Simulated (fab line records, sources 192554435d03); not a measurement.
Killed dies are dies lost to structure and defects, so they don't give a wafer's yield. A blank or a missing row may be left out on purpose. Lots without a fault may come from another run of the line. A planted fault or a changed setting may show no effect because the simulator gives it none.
Problem report in the 8D (eight disciplines) form, filled by code | flow n5_finfet | the parts of the form that need people (team, actions taken, sign-off) are left out

1. THE PROBLEM
cathode_dc_power_W at N5_BEOL_M14_SPUTTER_43 reads a mean of 14145 W on 6 wafers of 2 lots; wafers without a fault read 15000 W with a standard deviation of 3. That is -99 or more standard deviations from the usual mean.
The step: material TaN, target thk 15 nm, time 24.19 s.
First seen on wafer L208.1, day 13 03:53, on pvd_sputter-01. The record holds 18 wafers of 6 lots with a number at this step. Rule for "out", or "out of limits": more than 4 standard deviations from the usual mean. The other wafers with a number count as sound.

2. WHAT IT IS AND WHAT IT IS NOT
question                    | is                     | is not
which readings at this step | cathode_dc_power_W     | throttle_valve_pct
which lots                  | L208, L212             | L201, L204, L221, L224
which wafers of those lots  | all that have a number | -
read on which tools         | pvd_sputter-01         | pvd_sputter-02
when                        | from day 13 03:53      | up to then (6 sound wafers); but 6 sound wafers of L221, L224 came after

3. SUSPECTS, AND WHAT RULES EACH OUT
Counting: a tool at a process step up to the reading stays a suspect if it ran every lot that is out and no sound lot after the first of them.
- pvd_sputter-01 at N5_BEOL_M14_PRE_CLEAN_42 (time 30 s): ruled out as a lasting fault. Sound lots L221, L224 ran on it after its first lot that is out, L208 (day 13 03:51).
- pvd_sputter-01 at N5_BEOL_M14_SPUTTER_43 (material TaN, target thk 15 nm, time 24.19 s): ruled out as a lasting fault. Sound lots L221, L224 ran on it after its first lot that is out, L208 (day 13 03:53).
Left after counting: nothing in the record.

4. THE CAUSE (what the simulator had put in)
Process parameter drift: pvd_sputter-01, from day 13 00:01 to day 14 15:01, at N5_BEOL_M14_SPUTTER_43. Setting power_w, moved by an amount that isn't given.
Counting ruled it out, wrongly.

5. THE CHAIN OF EFFECTS, in route order
Each row: a reading whose mean over the struck wafers that have a number lies more than 3 standard deviations from the usual. Only readings for which the record gives a usual standard deviation are gone through. hours: the time from each lot's start at the first step in this table that gives one to its start at this step, as a median over the lots. sigmas: the change in usual standard deviations.
hours | step                   | reading            | usual   | on struck wafers | change | sigmas
0     | N5_BEOL_M14_SPUTTER_43 | cathode_dc_power_W | 15000 W | 14145            | -855   | -99 or more
The process steps in it:
- N5_BEOL_M14_SPUTTER_43: material TaN, target thk 15 nm, time 24.19 s.

6. WHAT WOULD HAVE CAUGHT IT SOONER
In this record the first reading out of limits was taken at day 13 03:53, 4 hours after the fault began at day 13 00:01.
